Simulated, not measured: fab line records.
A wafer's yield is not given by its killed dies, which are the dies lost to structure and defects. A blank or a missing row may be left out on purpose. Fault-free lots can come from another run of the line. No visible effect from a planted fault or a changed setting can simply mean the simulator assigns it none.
fab line records	flow n5-finfet	part 1 of 2: steps 1 to 3 of 6
[record] lots = 23	wafers = 69	last-day = 19
route steps=1938 shown BEOL_M11@1552 BEOL_M12@1622
lots with no fault: from the same line, run without faults
start-h: start of the lot's first displayed wafer, in hours after the record's first day	wait-h: time in hours since the lot's previous step	" unchanged from the row above	L1.1+2: one row covering several wafers at once	- no value present, or no start provided	* or withheld: withheld	< > ~ a bound
route shown NAME@n: names a module that has steps shown in the file, with the first one's number in the route	usual: mean/standard deviation taken from wafers without a fault	same: alike in all rows	chamber/n: place in a boat	sites: each site's reading	_std_site: how widely they spread, as a standard deviation	_edge_site: the outer-site mean with the inner-site mean subtracted	radius-mm: for every site, how far away it sits from the centre of the wafer	mask NAME#n: copy n	behind: the most recent tool/chamber to have shaped the wafer	hold: the reason the lot was held/the length of the hold in hours/how it ended	device: whichever transistor did not switch (one of n, p or np)	end of line: tests of these same wafers at the route's end	a step given without rows: its recipe and nothing more	killed: count of dies lost to structure and defects at first sort (not the wafer's yield)	map: shows each die of a wafer: x if killed, . if not, _ if none is there
set.NAME: setting as actually run; set.NAME@STEP: the setting as run at that earlier step	model.NAME: the simulator's own value behind a step, which no gauge read
route steps across a sampled set of lots; one table per step, one row per wafer
services: from which hour (start-h, from the record's first day; less than 0 if before it) a tool's chamber was out of use, for how many hours, and why
[[steps]]
[step N5_BEOL_M11_DESCUM_16]
[recipe] chemistry = O2	time-s = 7.9	source-power-w = 50	bias-power-w = 20	pressure-mtorr = 20	rf-frequency-hz = 2.712e+07	temp-c = 40	resist = CAR-ArF	o2-flow-sccm = 225
[usual] bias-power-w = 20.01/0.058	chamber-pressure-mTorr = 19.999/0.019	drypump-motor-current-A = 5.5/0.49	oes-product-au = 0.81/0.083	rf-vpp-V = 243.4/1.4	showerhead-plenum-p-Torr = 2.09/0.08	throttle-valve-pct = 20.43/0.21
lot.wafer	tool	chamber	start-h	wait-h	bias-power-w	chamber-pressure-mTorr	drypump-motor-current-A	oes-product-au	rf-hours-counter-h	rf-vpp-V	showerhead-plenum-p-Torr	throttle-valve-pct
L074.1	rie-diel-01	1	241.96	0.0	19.93	20.024	5.1	0.72	181	242.0	1.98	20.78
L074.5	"	0	"	"	19.95	20.000	5.3	0.94	-	245.2	2.23	20.44
L074.6	"	2	"	"	19.97	19.983	5.5	0.87	-	242.7	2.04	20.29
L076.4	rie-diel-04	0	259.85	0.8	20.05	19.981	5.3	0.86	41	243.6	2.10	20.30
L076.5	"	3	"	"	20.06	19.991	6.4	0.73	-	242.4	2.06	20.56
L076.6	"	0	"	"	20.03	19.977	5.3	0.87	-	243.7	2.09	20.27
L075.2	rie-diel-04	2	260.36	0.9	19.97	20.041	4.7	0.69	236	242.1	1.97	20.43
L075.5	"	1	"	"	20.02	20.029	5.6	0.77	-	242.2	2.09	20.56
L075.6	"	2	"	"	19.93	20.021	4.8	0.69	-	241.4	1.97	20.45
L077.1	rie-diel-01	2	266.93	0.2	19.98	19.975	5.5	0.86	57	244.0	2.04	20.31
L077.3	"	3	"	"	20.08	20.016	5.6	0.89	32	243.8	2.15	20.12
L077.6	"	0	"	"	20.01	19.982	5.3	0.93	-	243.4	2.23	20.44
L079.1	rie-diel-04	3	268.41	0.4	20.05	20.018	6.4	0.73	174	243.5	2.06	20.56
L079.3	"	1	"	"	20.02	19.980	5.7	0.76	168	242.1	2.09	20.58
L079.4	"	2	"	"	20.07	19.990	4.8	0.69	240	242.1	1.97	20.43
L078.4	rie-diel-04	0	271.17	1.0	20.03	20.008	5.3	0.87	46	242.5	2.09	20.31
L078.5	"	1	"	"	20.05	20.012	5.7	0.77	-	244.2	2.09	20.57
L078.6	"	0	"	"	20.03	20.003	5.3	0.86	-	243.3	2.09	20.29
L080.3	rie-diel-04	0	271.47	0.9	20.00	20.001	5.3	0.86	46	243.3	2.09	20.30
L080.4	"	3	"	"	19.89	19.975	6.4	0.73	175	244.5	2.06	20.56
L080.5	"	1	"	"	20.08	19.998	5.7	0.77	-	242.6	2.09	20.57
L081.2	rie-diel-04	3	278.60	0.0	20.08	20.015	6.4	0.74	178	243.0	2.06	20.58
L081.3	"	1	"	"	19.96	19.979	5.6	0.77	172	244.6	2.09	20.57
L081.5	"	3	"	"	20.03	20.038	6.4	0.73	-	242.6	2.06	20.59
L083.3	rie-diel-01	3	296.74	0.0	19.98	19.966	5.6	0.88	44	243.9	2.15	20.15
L083.4	"	0	"	"	19.97	19.986	5.4	0.91	38	246.7	2.23	20.45
L083.5	"	3	"	"	20.00	19.990	5.6	0.89	-	243.9	2.15	20.15
L082.2	rie-diel-01	3	302.73	0.0	19.95	20.019	5.6	0.88	45	243.5	2.15	20.14
L082.3	"	1	"	"	20.06	19.993	5.1	0.70	208	241.3	1.97	20.82
L082.6	"	0	"	"	20.03	19.997	5.3	0.90	-	245.7	2.23	20.47
L084.1	rie-diel-03	2	306.60	0.1	20.07	20.010	5.0	0.79	129	244.3	2.09	20.37
L084.4	"	3	"	"	19.93	19.955	6.2	0.80	73	242.7	2.03	20.48
L084.6	"	2	"	"	20.10	20.022	5.1	0.80	-	243.3	2.09	20.35
L086.1	rie-diel-03	1	315.06	0.0	19.96	19.995	5.6	0.72	225	243.1	2.08	20.80
L086.2	"	0	"	"	19.89	19.997	5.0	0.88	50	245.1	2.21	20.23
L086.3	"	2	"	"	20.02	20.026	5.1	0.79	132	242.9	2.09	20.38
L087.1	rie-diel-04	3	323.18	0.0	20.06	19.988	6.4	0.72	193	243.3	2.06	20.58
L087.2	"	1	"	"	20.02	20.011	5.7	0.75	187	243.1	2.08	20.60
L087.4	"	2	"	"	19.94	20.034	4.7	1.00	3	245.5	2.23	19.97
L088.1	rie-diel-04	3	330.43	0.0	20.06	20.005	6.4	0.73	194	244.1	2.06	20.59
L088.3	"	0	"	"	20.01	19.998	5.3	0.84	64	242.9	2.09	20.33
L088.5	"	1	"	"	20.04	19.985	5.6	0.75	-	242.4	2.08	20.61
L085.1	rie-diel-01	1	331.22	0.7	19.97	20.007	5.1	0.70	216	242.6	1.97	20.85
L085.4	"	2	"	"	20.05	20.000	5.4	0.84	79	242.4	2.03	20.34
L085.6	"	2	"	"	20.04	19.977	5.4	0.84	-	243.8	2.03	20.32
L090.1	rie-diel-01	2	344.71	0.6	19.89	20.019	5.5	0.84	84	241.8	2.03	20.33
L090.2	"	3	"	"	20.06	20.000	5.6	0.86	58	243.3	2.14	20.18
L090.6	"	0	"	"	20.05	19.989	5.3	0.89	-	244.9	2.22	20.50
L091.2	rie-diel-04	1	352.82	0.0	20.14	19.991	5.6	0.76	194	241.9	2.08	20.63
L091.3	"	0	"	"	20.02	19.978	5.3	0.84	70	243.6	2.08	20.35
L091.4	"	3	"	"	20.04	20.004	6.4	0.73	201	243.8	2.05	20.61
L089.2	rie-diel-04	3	355.54	0.0	20.00	19.980	6.4	0.71	202	242.0	2.05	20.60
L089.3	"	2	"	"	20.02	19.987	4.7	0.95	11	246.0	2.23	20.00
L089.6	"	1	"	"	20.05	20.002	5.7	0.75	-	243.5	2.08	20.62
L096.1	rie-diel-04	2	370.49	0.0	20.07	20.011	4.8	0.95	16	245.8	2.23	19.99
L096.3	"	3	"	"	20.03	19.986	6.4	0.72	206	242.4	2.05	20.61
L096.5	"	3	"	"	20.02	19.994	6.4	0.72	-	243.1	2.05	20.60
L092.2	rie-diel-01	2	371.44	0.1	20.01	20.009	5.5	0.83	91	244.3	2.03	20.34
L092.4	"	3	"	"	20.06	20.024	5.6	0.84	65	244.5	2.14	20.17
L092.6	"	2	"	"	20.01	19.985	5.5	0.83	-	242.8	2.03	20.36
L094.2	rie-diel-04	3	376.18	0.0	19.93	20.001	6.4	0.71	208	242.7	2.05	20.60
L094.3	"	0	"	"	20.09	19.964	5.3	0.82	77	242.9	2.08	20.34
L094.5	"	3	"	"	19.92	20.023	6.4	0.71	-	242.4	2.05	20.61
L095.1	rie-diel-01	1	376.25	0.0	19.95	19.983	5.1	0.69	230	241.4	1.97	20.86
L095.2	"	2	"	"	20.01	19.996	5.5	0.83	93	242.0	2.03	20.34
L095.4	"	3	"	"	20.07	19.971	5.6	0.85	67	244.8	2.14	20.17
L097.1	rie-diel-01	3	404.24	0.0	20.05	20.015	5.6	0.83	74	243.5	2.14	20.19
L097.4	"	2	"	"	20.04	19.985	5.4	0.82	100	241.9	2.02	20.35
L097.5	"	0	"	"	19.94	20.008	5.3	0.85	-	244.5	2.21	20.51
[step N5_BEOL_M11_ETCH_62]
[recipe] chemistry = N2/H2	target = SOC	target-depth-a = 1100	overetch-a = 220	mask-material = SiARC	temp-c = 40	time-s = 165	ion-energy-ev = 200	pressure-mtorr = 30	source-w = 840	bias-w = 150	n2-flow-sccm = 200	h2-flow-sccm = 200
[usual] chamber-pressure-mTorr = 30.002/0.027	drypump-motor-current-A = 5.5/0.48	oes-product-au = 0.68/0.067	rf-vpp-V = 524.1/2.7	showerhead-plenum-p-Torr = 2.55/0.094	throttle-valve-pct = 17.84/0.3
lot.wafer	tool	chamber	start-h	wait-h	chamber-pressure-mTorr	drypump-motor-current-A	oes-product-au	rf-hours-counter-h	rf-vpp-V	showerhead-plenum-p-Torr	throttle-valve-pct
L074.1	rie-diel-01	1	242.04	0.0	29.978	5.1	0.62	181	522.6	2.41	18.17
L074.5	"	0	"	"	30.026	5.3	0.78	-	528.6	2.70	17.67
L074.6	"	2	"	"	30.058	5.5	0.76	-	522.2	2.46	17.57
L076.4	rie-diel-04	0	259.94	0.0	29.977	5.3	0.74	41	525.3	2.58	17.87
L076.5	"	3	"	"	29.994	6.4	0.62	-	523.9	2.55	18.24
L076.6	"	0	"	"	30.004	5.3	0.75	-	522.2	2.59	17.88
L075.2	rie-diel-04	2	260.44	0.0	29.946	4.7	0.59	236	520.1	2.42	18.04
L075.5	"	1	"	"	29.982	5.7	0.65	-	522.4	2.52	17.79
L075.6	"	2	"	"	29.975	4.8	0.59	-	520.0	2.42	18.05
L077.1	rie-diel-01	2	267.02	0.0	30.009	5.5	0.74	57	521.0	2.46	17.57
L077.3	"	3	"	"	29.980	5.6	0.75	32	525.7	2.56	17.26
L077.6	"	0	"	"	29.985	5.4	0.76	-	529.2	2.70	17.72
L079.1	rie-diel-04	3	268.50	0.0	30.022	6.4	0.62	174	523.9	2.55	18.26
L079.3	"	1	"	"	30.018	5.6	0.65	168	523.8	2.52	17.79
L079.4	"	2	"	"	29.991	4.8	0.59	240	520.6	2.42	18.04
L078.4	rie-diel-04	0	271.26	0.0	29.999	5.3	0.74	46	525.3	2.58	17.90
L078.5	"	1	"	"	29.976	5.7	0.65	-	523.8	2.52	17.80
L078.6	"	0	"	"	30.031	5.3	0.75	-	525.1	2.58	17.89
L080.3	rie-diel-04	0	271.55	0.0	30.010	5.3	0.75	46	522.9	2.58	17.90
L080.4	"	3	"	"	29.985	6.4	0.62	175	523.2	2.55	18.25
L080.5	"	1	"	"	30.017	5.7	0.65	-	524.8	2.52	17.78
L081.2	rie-diel-04	3	278.69	0.0	29.981	6.4	0.61	178	522.5	2.55	18.27
L081.3	"	1	"	"	29.972	5.7	0.64	172	523.7	2.52	17.80
L081.5	"	3	"	"	30.007	6.4	0.61	-	525.0	2.55	18.25
L083.3	rie-diel-01	3	296.82	0.0	29.993	5.6	0.73	44	524.5	2.56	17.29
L083.4	"	0	"	"	30.041	5.3	0.74	38	526.5	2.69	17.73
L083.5	"	3	"	"	30.016	5.6	0.74	-	524.2	2.56	17.27
L082.2	rie-diel-01	3	302.82	0.0	30.023	5.6	0.73	45	525.2	2.56	17.28
L082.3	"	1	"	"	29.984	5.1	0.61	208	521.4	2.40	18.19
L082.6	"	0	"	"	30.021	5.3	0.74	-	527.1	2.69	17.74
L084.1	rie-diel-03	2	306.68	0.0	29.979	5.1	0.68	129	524.0	2.56	17.86
L084.4	"	3	"	"	30.034	6.2	0.68	74	521.5	2.47	17.84
L084.6	"	2	"	"	30.005	5.0	0.67	-	524.4	2.56	17.87
L086.1	rie-diel-03	1	315.14	0.0	30.005	5.6	0.60	225	523.1	2.51	18.15
L086.2	"	0	"	"	30.018	5.0	0.75	50	526.7	2.66	17.36
L086.3	"	2	"	"	30.025	5.1	0.68	132	524.7	2.56	17.87
L087.1	rie-diel-04	3	323.27	0.0	29.978	6.4	0.61	193	523.8	2.54	18.28
L087.2	"	1	"	"	30.045	5.6	0.63	187	521.7	2.51	17.83
L087.4	"	2	"	"	30.010	4.8	0.83	3	529.0	2.74	17.56
L088.1	rie-diel-04	3	330.51	0.0	29.981	6.4	0.61	194	522.1	2.54	18.28
L088.3	"	0	"	"	30.023	5.3	0.73	64	525.7	2.57	17.91
L088.5	"	1	"	"	29.989	5.6	0.64	-	523.5	2.51	17.82
L085.1	rie-diel-01	1	331.31	0.0	30.016	5.1	0.60	216	519.7	2.40	18.24
L085.4	"	2	"	"	29.968	5.4	0.72	79	522.1	2.45	17.62
L085.6	"	2	"	"	30.026	5.4	0.72	-	521.9	2.45	17.62
L090.1	rie-diel-01	2	344.79	0.0	29.986	5.5	0.71	84	521.8	2.45	17.61
L090.2	"	3	"	"	30.067	5.6	0.72	58	525.9	2.55	17.31
L090.6	"	0	"	"	30.003	5.4	0.72	-	528.0	2.68	17.74
L091.2	rie-diel-04	1	352.90	0.0	29.971	5.7	0.63	194	522.9	2.51	17.84
L091.3	"	0	"	"	29.995	5.3	0.71	70	525.3	2.57	17.91
L091.4	"	3	"	"	29.974	6.4	0.59	201	522.1	2.54	18.29
L089.2	rie-diel-04	3	355.62	0.0	30.040	6.4	0.60	202	523.2	2.54	18.29
L089.3	"	2	"	"	30.020	4.8	0.81	11	528.4	2.73	17.58
L089.6	"	1	"	"	30.017	5.6	0.63	-	522.5	2.51	17.84
L096.1	rie-diel-04	2	370.58	0.0	30.023	4.7	0.80	16	528.4	2.73	17.59
L096.3	"	3	"	"	30.037	6.4	0.60	206	522.4	2.53	18.32
L096.5	"	3	"	"	29.944	6.5	0.60	-	523.0	2.54	18.31
L092.2	rie-diel-01	2	371.53	0.0	30.021	5.5	0.71	91	521.6	2.44	17.63
L092.4	"	3	"	"	30.008	5.6	0.71	65	524.5	2.55	17.33
L092.6	"	2	"	"	30.028	5.5	0.70	-	520.6	2.44	17.64
L094.2	rie-diel-04	3	376.26	0.0	29.989	6.4	0.59	208	522.7	2.53	18.31
L094.3	"	0	"	"	30.051	5.3	0.71	77	524.8	2.57	17.95
L094.5	"	3	"	"	29.975	6.4	0.60	-	521.8	2.53	18.31
L095.1	rie-diel-01	1	376.33	0.0	29.972	5.1	0.59	230	519.9	2.39	18.25
L095.2	"	2	"	"	29.979	5.5	0.70	93	521.3	2.44	17.64
L095.4	"	3	"	"	30.045	5.6	0.71	67	525.6	2.55	17.33
L097.1	rie-diel-01	3	404.32	0.0	29.993	5.6	0.70	74	524.9	2.55	17.33
L097.4	"	2	"	"	29.935	5.5	0.70	100	522.5	2.44	17.66
L097.5	"	0	"	"	30.021	5.4	0.70	-	527.1	2.68	17.79
[step N5_BEOL_M11_VIA_ETCH_34]
[recipe] chemistry = C4F6/O2	target = SiCOH_lowk	target-depth-a = 1845	mask-material = SOC	taper-deg = 4	time-s = 69.2	ion-energy-ev = 250	pressure-mtorr = 30	source-w = 345	bias-w = 185	Ar_flow_sccm = 300	C4F6_flow_sccm = 10	O2_flow_sccm = 10
[usual] chamber-pressure-mTorr = 30.001/0.029	drypump-motor-current-A = 5.5/0.47	oes_o_777_au = 0.79/0.086	oes-product-au = 0.80/0.08	rf-vpp-V = 670/17	showerhead-plenum-p-Torr = 2.85/0.09	throttle-valve-pct = 20.9/0.32
lot.wafer	tool	chamber	start-h	wait-h	chamber-pressure-mTorr	drypump-motor-current-A	oes_o_777_au	oes-product-au	rf-hours-counter-h	rf-vpp-V	showerhead-plenum-p-Torr	throttle-valve-pct
L074.1	rie-diel-04	2	244.18	0.0	29.999	4.7	0.68	0.68	228	644	2.66	20.7
L074.5	"	0	"	"	29.993	5.4	0.88	0.90	-	678	2.90	21.0
L074.6	"	1	"	"	30.030	5.7	0.78	0.76	-	678	2.83	20.9
L075.2	rie-diel-04	3	264.15	0.0	29.998	6.4	0.70	0.73	172	657	2.84	21.2
L075.5	"	1	"	"	30.030	5.7	0.77	0.77	-	678	2.83	20.9
L075.6	"	2	"	"	30.002	4.8	0.68	0.68	-	644	2.66	20.7
L076.4	rie-diel-01	0	264.72	0.0	29.975	5.3	0.89	0.91	26	692	2.97	20.7
L076.5	"	1	"	"	29.960	5.1	0.67	0.70	-	671	2.75	21.5
L076.6	"	2	"	"	30.004	5.5	0.83	0.87	-	701	2.75	20.6
L077.1	rie-diel-01	1	269.70	0.0	29.998	5.1	0.66	0.72	195	672	2.74	21.5
L077.3	"	3	"	"	29.996	5.6	0.94	0.92	33	650	2.92	20.6
L077.6	"	2	"	"	29.993	5.4	0.81	0.87	-	701	2.75	20.6
L079.1	rie-diel-01	1	270.45	0.0	30.004	5.1	0.67	0.71	196	672	2.74	21.5
L079.3	"	2	"	"	30.047	5.5	0.82	0.87	59	703	2.75	20.6
L079.4	"	3	"	"	29.988	5.6	0.94	0.90	34	650	2.92	20.6
L078.4	rie-diel-03	3	272.71	0.0	30.002	6.2	0.82	0.82	66	666	2.81	21.2
L078.5	"	0	"	"	30.025	5.0	0.91	0.90	-	653	3.00	20.7
L078.6	"	3	"	"	30.022	6.2	0.82	0.82	-	665	2.81	21.2
L080.3	rie-diel-01	1	274.37	0.0	30.002	5.1	0.66	0.70	197	673	2.74	21.5
L080.4	"	0	"	"	30.009	5.3	0.88	0.91	29	692	2.97	20.7
L080.5	"	2	"	"	30.015	5.5	0.82	0.86	-	702	2.75	20.6
L081.2	rie-diel-04	3	282.08	0.0	30.004	6.4	0.70	0.72	180	657	2.84	21.2
L081.3	"	2	"	"	30.013	4.8	0.67	0.68	246	644	2.65	20.7
L081.5	"	3	"	"	29.946	6.4	0.70	0.73	-	658	2.84	21.2
L083.3	rie-diel-01	0	301.23	0.0	29.987	5.4	0.87	0.89	39	693	2.97	20.7
L083.4	"	2	"	"	30.044	5.5	0.81	0.85	71	701	2.74	20.6
L083.5	"	0	"	"	29.983	5.4	0.87	0.88	-	690	2.97	20.7
L082.2	rie-diel-04	0	305.33	0.0	29.981	5.3	0.85	0.87	58	677	2.89	21.1
L082.3	"	3	"	"	30.023	6.4	0.70	0.72	-	658	2.83	21.2
L082.6	"	0	"	"	30.059	5.3	0.85	0.87	-	678	2.89	21.1
L084.1	rie-diel-03	3	309.86	0.0	30.020	6.2	0.80	0.81	75	667	2.80	21.2
L084.4	"	1	"	"	29.969	5.6	0.73	0.70	223	677	2.79	21.1
L084.6	"	0	"	"	29.982	5.0	0.89	0.88	-	652	3.00	20.7
L086.1	rie-diel-03	3	317.46	0.0	29.976	6.2	0.80	0.80	77	665	2.80	21.2
L086.2	"	1	"	"	30.036	5.6	0.73	0.70	225	674	2.79	21.0
L086.3	"	2	"	"	30.012	5.1	0.80	0.79	132	654	2.87	21.0
L087.1	rie-diel-04	1	332.52	0.0	30.008	5.6	0.76	0.75	189	678	2.81	20.9
L087.2	"	2	"	"	29.988	4.7	0.95	0.98	5	654	2.98	20.3
L087.4	"	0	"	"	30.001	5.3	0.85	0.85	65	678	2.89	21.1
L088.1	rie-diel-01	1	333.05	0.0	30.011	5.1	0.65	0.70	217	670	2.73	21.5
L088.3	"	3	"	"	30.039	5.6	0.91	0.87	54	650	2.91	20.6
L088.5	"	0	"	"	30.034	5.3	0.85	0.88	-	691	2.96	20.7
L085.1	rie-diel-01	1	333.52	0.0	30.048	5.1	0.65	0.70	217	673	2.73	21.5
L085.4	"	0	"	"	30.006	5.3	0.86	0.88	49	692	2.96	20.7
L085.6	"	3	"	"	29.955	5.6	0.91	0.86	-	648	2.91	20.7
L090.1	rie-diel-04	0	347.08	0.0	30.029	5.3	0.83	0.84	70	677	2.89	21.1
L090.2	"	3	"	"	29.987	6.4	0.68	0.71	200	656	2.83	21.2
L090.6	"	2	"	"	30.030	4.7	0.93	0.94	-	653	2.98	20.3
L091.2	rie-diel-04	2	353.98	0.0	29.971	4.8	0.93	0.95	11	655	2.98	20.3
L091.3	"	0	"	"	29.928	5.3	0.84	0.84	71	677	2.89	21.1
L091.4	"	3	"	"	30.061	6.4	0.69	0.71	202	657	2.83	21.2
L089.2	rie-diel-04	1	358.66	0.0	29.998	5.7	0.75	0.74	195	678	2.81	21.0
L089.3	"	2	"	"	30.052	4.8	0.93	0.94	12	654	2.98	20.3
L089.6	"	0	"	"	30.032	5.3	0.83	0.85	-	678	2.89	21.1
L092.2	rie-diel-01	0	375.03	0.0	30.023	5.3	0.83	0.85	61	692	2.96	20.7
L092.4	"	3	"	"	29.918	5.6	0.89	0.84	66	649	2.91	20.7
L092.6	"	3	"	"	29.993	5.6	0.88	0.85	-	651	2.91	20.7
L096.1	rie-diel-03	2	375.38	0.0	29.969	5.1	0.78	0.79	148	654	2.86	21.1
L096.3	"	3	"	"	29.994	6.2	0.79	0.79	93	666	2.79	21.2
L096.5	"	3	"	"	30.015	6.2	0.79	0.78	-	664	2.79	21.2
L094.2	rie-diel-01	3	377.46	0.0	29.950	5.6	0.89	0.85	67	647	2.91	20.7
L094.3	"	2	"	"	30.001	5.5	0.78	0.83	93	702	2.73	20.6
L094.5	"	2	"	"	29.979	5.4	0.78	0.82	-	700	2.73	20.6
L095.1	rie-diel-03	1	377.62	0.0	29.972	5.6	0.72	0.69	242	674	2.78	21.1
L095.2	"	3	"	"	30.056	6.2	0.78	0.79	93	666	2.80	21.2
L095.4	"	2	"	"	30.009	5.1	0.78	0.78	149	654	2.86	21.1
L097.1	rie-diel-03	2	405.40	0.0	30.037	5.0	0.78	0.77	156	654	2.86	21.1
L097.4	"	3	"	"	29.983	6.2	0.78	0.78	100	666	2.79	21.2
L097.5	"	2	"	"	29.958	5.1	0.77	0.77	-	654	2.86	21.1
